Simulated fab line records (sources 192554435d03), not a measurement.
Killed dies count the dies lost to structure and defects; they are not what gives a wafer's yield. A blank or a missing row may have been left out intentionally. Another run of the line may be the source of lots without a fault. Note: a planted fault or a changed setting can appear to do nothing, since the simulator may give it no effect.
Matching of chambers + flow n5 finfet + N5_PMOS_HMC_CHANNEL_EPI_DESCUM_14 on rie diel-01: 4 sister chambers
The step chemistry O2, time 7.9 s. 4 wafers are shown with their chamber, then 9 later ones without.

== EACH WAFER AND ITS CHAMBER ==
| wafer  | chamber | showerhead plenum p Torr (Torr) |
|--------|---------|---------------------------------|
| L086.2 | 1       | 2.09                            |
| L087.2 | 2       | 2.01                            |
| L089.4 | 3       | 2.04                            |
| L089.5 | 0       | 2.16                            |

== WAFERS MISSING THEIR CHAMBER ==
| wafer  | showerhead plenum p Torr (Torr) |
|--------|---------------------------------|
| L094.4 | 2.01                            |
| L094.5 | 2.08                            |
| L094.6 | 2.16                            |
| L095.2 | 2.08                            |
| L095.4 | 2.01                            |
| L095.5 | 2.08                            |
| L097.4 | 2.04                            |
| L097.5 | 2.08                            |
| L097.6 | 2.15                            |

== WHICH CHAMBER EACH WENT THROUGH ==
| wafer  | from the rows above | in truth |
|--------|---------------------|----------|
| L094.4 | 2                   | 2        |
| L094.5 | 1                   | 1        |
| L094.6 | 0                   | 0        |
| L095.2 | 1                   | 1        |
| L095.4 | 2                   | 2        |
| L095.5 | 1                   | 1        |
| L097.4 | 3                   | 3        |
| L097.5 | 1                   | 1        |
| L097.6 | 0                   | 0        |
Correctly placed: 9 of 9. Left unplaced by these rows: 0. Number placed wrongly: 0.
How it was worked out, from the rows above alone: a wafer's distance from a chamber is the root of the sum, over the readings, of the square of ((its reading less the chamber's mean) divided by the reading's scatter). The wafer belongs to the nearest chamber; if the next one is less than 2 further off, it can't be placed. Each chamber's mean is taken over the wafers shown for it. The scatter: root of mean squared gap, hidden wafer to nearest shown wafer, with one shown wafer a chamber.
